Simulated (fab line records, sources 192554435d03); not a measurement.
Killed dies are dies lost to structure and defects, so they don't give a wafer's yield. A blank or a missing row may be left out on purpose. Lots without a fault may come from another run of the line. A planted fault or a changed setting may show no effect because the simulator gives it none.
fab line records | flow n5_finfet | part 2 of 2: steps 22 to 32 of 32
record lots=5 wafers=15 last_day=17
route steps=1938 shown BEOL_M3@938
lots that met no fault: from a run of the same line without faults
start_h: hours from the record's first day to the start of the lot's first wafer shown | wait_h: hours since the lot's step before | " the same as in the row above | L1.1+2: a row that stands for several wafers | - no value, or no start given | * or withheld: withheld | < > ~ a bound
route shown NAME@n: a module of which the file shows steps, and the number in the route of the first | usual: mean/standard deviation of fault-free wafers | same: alike in all rows | chamber/n: place in a boat | sites: the reading at each site | _std_site: their standard deviation | _edge_site: outer sites' mean less inner sites' | radius_mm: how far each site lies from the wafer's centre | mask NAME#n: copy n | behind: the tool/chamber that last shaped the wafer | hold: why the lot was held/for how many hours/how that ended | device: the transistor (n, p or np) that didn't switch | end of line: the same wafers' tests at the end of the route | a step without rows: its recipe alone | killed: dies lost to structure and defects at the first sort, not the wafer's yield | map: a wafer's dies, x killed, . not, _ none there
set.NAME: the setting as run; set.NAME@STEP: as run at that earlier step | model.NAME: the simulator's own value behind a step, which no gauge read
lots at some steps of the route; a table a step, a row a wafer
services: from which hour (start_h, from the record's first day; less than 0 if before it) a tool's chamber was out of use, for how many hours, and why
## steps
# step N5_BEOL_M3_COAT_76
# recipe resist=underlayer temp_c=205 time_s=60 spin_rpm=1500 resist_thk_nm=5
# columns lot.wafer tool chamber start_h wait_h
L075.3+4+5 litho_track-04 0 - -
L077.2+3+5 litho_track-04 0 - -
L082.2+5+6 litho_track-02 0 - -
L088.1+4+5 litho_track-05 0 - -
L089.1+5+6 litho_track-04 0 - -
# step N5_BEOL_M3_COAT_22
# recipe resist=CAR-EUV spin_rpm=1500 resist_thk_nm=30
# columns lot.wafer tool chamber start_h wait_h
L075.3+4+5 litho_track-04 0 - -
L077.2+3+5 litho_track-04 0 - -
L082.2+5+6 litho_track-02 0 - -
L088.1+4+5 litho_track-05 0 - -
L089.1+5+6 litho_track-04 0 - -
# step N5_BEOL_M3_EBR_24
# recipe solvent=PGMEA ebr_width_mm=1.5
# same ebr_width_mm=1.5
# columns lot.wafer tool chamber start_h wait_h
L075.3+4+5 litho_track-04 0 - -
L077.2+3+5 litho_track-04 0 - -
L082.2+5+6 litho_track-02 0 - -
L088.1+4+5 litho_track-05 0 - -
L089.1+5+6 litho_track-04 0 - -
# step N5_BEOL_M3_SOFTBAKE_23
# recipe temp_c=110 time_s=60 resist=CAR-EUV
# columns lot.wafer tool chamber start_h wait_h
L075.3+4+5 litho_track-04 0 - -
L077.2+3+5 litho_track-04 0 - -
L082.2+5+6 litho_track-02 0 - -
L088.1+4+5 litho_track-05 0 - -
L089.1+5+6 litho_track-04 0 - -
# step N5_BEOL_M3_EXPOSE_25
# recipe mask_id=V2 na=0.33 source_shape=quasar sigma_inner=0.2 sigma_outer=0.8 polarization=unpolarized defocus_nm=5 dose_mj=63
# usual exposure_dose_mJ_cm2=62.9/0.34 stage_msd_nm=0.93/0.041
# same sigma_inner=0.2
# columns lot.wafer tool chamber start_h wait_h mask exposure_dose_mJ_cm2 stage_msd_nm
L075.3 euv_scanner-02 0 167.35 - V2#0 62.8 0.93
L075.4 " 0 " " V2#0 62.8 0.93
L075.5 " 0 " " V2#0 62.8 0.93
L077.2 euv_scanner-02 0 175.57 - V2#0 62.9 0.93
L077.3 " 0 " " V2#0 62.7 0.94
L077.5 " 0 " " V2#0 62.8 0.94
L082.2 euv_scanner-02 0 200.88 - V2#0 62.8 0.94
L082.5 " 0 " " V2#0 62.8 0.95
L082.6 " 0 " " V2#0 62.8 0.94
L088.1 euv_scanner-02 0 235.44 - V2#0 62.7 0.96
L088.4 " 0 " " V2#0 62.7 0.95
L088.5 " 0 " " V2#0 62.8 0.96
L089.1 euv_scanner-02 0 254.90 - V2#0 62.7 0.95
L089.5 " 0 " " V2#0 62.8 0.96
L089.6 " 0 " " V2#0 62.8 0.95
# step N5_BEOL_M3_PEB_26
# recipe peb_temp_c=100 peb_time_s=60 resist=CAR-EUV
# same peb_time_s=60
# columns lot.wafer tool chamber start_h wait_h
L075.3+4+5 litho_track-04 0 167.42 0.1
L077.2+3+5 litho_track-05 0 175.64 0.1
L082.2+5+6 litho_track-05 0 200.95 0.1
L088.1+4+5 litho_track-02 0 235.52 0.1
L089.1+5+6 litho_track-04 0 254.98 0.1
# step N5_BEOL_M3_DEVELOP_27
# recipe develop_time_s=30 developer=TMAH resist=CAR-EUV rinse_liquid=surfactant_rinse dry=air_spin dev_temp_c=23
# usual developer_temp_C=22.99/0.099
# columns lot.wafer tool chamber start_h wait_h developer_temp_C
L075.3 litho_track-04 0 - - 22.96
L075.4 " 0 " " 23.01
L075.5 " 0 " " 23.05
L077.2 litho_track-05 0 - - 22.91
L077.3 " 0 " " 23.14
L077.5 " 0 " " 23.14
L082.2 litho_track-05 0 - - 23.09
L082.5 " 0 " " 23.01
L082.6 " 0 " " 23.08
L088.1 litho_track-02 0 - - 23.03
L088.4 " 0 " " 23.08
L088.5 " 0 " " 23.03
L089.1 litho_track-04 0 - - 23.05
L089.5 " 0 " " 22.98
L089.6 " 0 " " 22.96
# step N5_BEOL_M3_CD_MEAS_28
# recipe target_cd_nm=25.7 landing_energy_ev=500 detector=se_inlens target_cd_y_nm=23.3 polarity=opening
# usual cd_nm=25.72/0.23
# columns lot.wafer tool chamber start_h wait_h cd_nm
L075.3 cd_sem-03 0 167.48 - 25.68
L075.4 " 0 " " 25.43
L075.5 " 0 " " 25.60
L077.2 cd_sem-02 0 175.70 - 25.56
L077.3 " 0 " " 25.58
L077.5 " 0 " " 25.93
L082.2 cd_sem-02 0 201.02 - 25.58
L082.5 " 0 " " 25.58
L082.6 " 0 " " 26.12
L088.1 cd_sem-01 0 235.59 - 25.64
L088.4 " 0 " " 25.92
L088.5 " 0 " " 25.38
L089.1 cd_sem-02 0 255.04 - 25.66
L089.5 " 0 " " 25.79
L089.6 " 0 " " 25.60
# step N5_BEOL_M3_OVL_MEAS_29
# recipe points_per_wafer=522
# usual V2_OVL=-0.2/0.79
# columns lot.wafer tool chamber start_h wait_h V2_OVL[nm]
L075.3 overlay-02 0 167.52 0.0 -1.4
L075.4 " 0 " " -0.3
L075.5 " 0 " " 0.0
L077.2 overlay-01 0 175.74 0.0 -1.0
L077.3 " 0 " " -1.4
L077.5 " 0 " " -1.1
L082.2 overlay-02 0 201.06 0.0 0.8
L082.5 " 0 " " 1.0
L082.6 " 0 " " -0.2
L088.1 overlay-01 0 235.62 0.0 0.0
L088.4 " 0 " " 0.6
L088.5 " 0 " " 0.7
L089.1 overlay-02 0 255.07 0.0 -0.2
L089.5 " 0 " " -0.8
L089.6 " 0 " " 0.5
# step N5_BEOL_M3_INSPECT_30
# recipe mode=adi inspect_instrument=brightfield
# usual raw_defect_count=412/93
# columns lot.wafer tool chamber start_h wait_h raw_defect_count
L075.3 defect_inspect-02 - 167.57 0.0 554
L075.4 " - " " 518
L075.5 " - " " 527
L077.2 defect_inspect-01 - 175.79 0.0 320
L077.3 " - " " 314
L077.5 " - " " 296
L082.2 defect_inspect-02 - 201.11 0.0 299
L082.5 " - " " 348
L082.6 " - " " 457
L088.1 defect_inspect-02 - 235.68 0.1 347
L088.4 " - " " 522
L088.5 " - " " 467
L089.1 defect_inspect-01 - 255.13 0.1 505
L089.5 " - " " 448
L089.6 " - " " 455
# step N5_BEOL_M3_DESCUM_33
# recipe chemistry=O2 time_s=7 source_power_w=50 bias_power_w=20 pressure_mtorr=20 rf_frequency_hz=2.712e+07 temp_c=40 resist=CAR-EUV o2_flow_sccm=225
# usual drypump_motor_current_A=5.5/0.4 oes_product_au=0.80/0.086 rf_vpp_V=243.9/1.2 showerhead_plenum_p_Torr=2.14/0.061 throttle_valve_pct=20.30/0.2
# columns lot.wafer tool chamber start_h wait_h drypump_motor_current_A oes_product_au rf_hours_counter_h rf_vpp_V showerhead_plenum_p_Torr throttle_valve_pct
L075.3 rie_diel-06 0 167.60 0.0 5.0 0.74 164 244.4 2.17 20.25
L075.4 " 3 " " 5.6 0.69 220 243.7 2.15 20.55
L075.5 " 1 " " 5.6 0.87 - 246.1 2.20 20.01
L077.2 rie_diel-05 2 175.83 0.0 5.2 0.92 24 243.3 2.15 20.06
L077.3 " 3 " " 5.7 0.72 209 244.0 2.15 20.14
L077.5 " 1 " " 5.5 0.75 - 245.4 2.19 20.49
L082.2 rie_diel-01 0 201.14 0.0 6.2 0.80 94 243.4 2.12 20.16
L082.5 " 0 " " 6.2 0.80 - 244.1 2.12 20.15
L082.6 " 3 " " 5.1 0.92 - 245.6 2.24 20.32
L088.1 rie_diel-05 2 235.71 0.0 5.2 0.90 43 246.5 2.14 20.10
L088.4 " 3 " " 5.8 0.70 228 244.0 2.15 20.18
L088.5 " 3 " " 5.8 0.71 - 244.4 2.15 20.17
L089.1 rie_diel-05 1 255.51 0.4 5.5 0.73 172 244.0 2.18 20.54
L089.5 " 2 " " 5.2 0.89 - 243.4 2.14 20.09
L089.6 " 1 " " 5.5 0.74 - 244.8 2.18 20.54
## services
# columns tool chamber start_h hours kind
rie_metal-03 - 145.69 28.1 pm
euv_scanner-02 0 153.22 - calibration
rie_diel-01 0 168.31 12.2 repair
rie_diel-05 0 174.08 11.0 repair
rie_diel-05 2 176.32 5.8 repair
euv_scanner-02 - 177.19 1.0 pm
litho_track-05 - 193.14 - consumable_replace:filter
rie_metal-02 1 200.83 - clean
rie_metal-02 1 200.83 18.4 scheduled_down
rie_metal-02 1 200.83 18.4 vent_cycle
rie_diel-06 2 202.14 2.7 repair
rie_diel-06 1 212.35 3.7 repair
rie_metal-03 0 218.17 6.3 repair
rie_diel-06 - 223.62 2.8 pm
euv_scanner-02 - 233.34 1.0 pm
litho_track-04 - 242.03 - consumable_replace:filter
rie_diel-01 2 246.10 - clean
rie_diel-01 2 246.10 - consumable_replace:focus_ring
rie_diel-01 2 246.10 - consumable_replace:showerhead
rie_diel-01 2 246.10 17.9 scheduled_down
rie_diel-01 2 246.10 17.9 vent_cycle
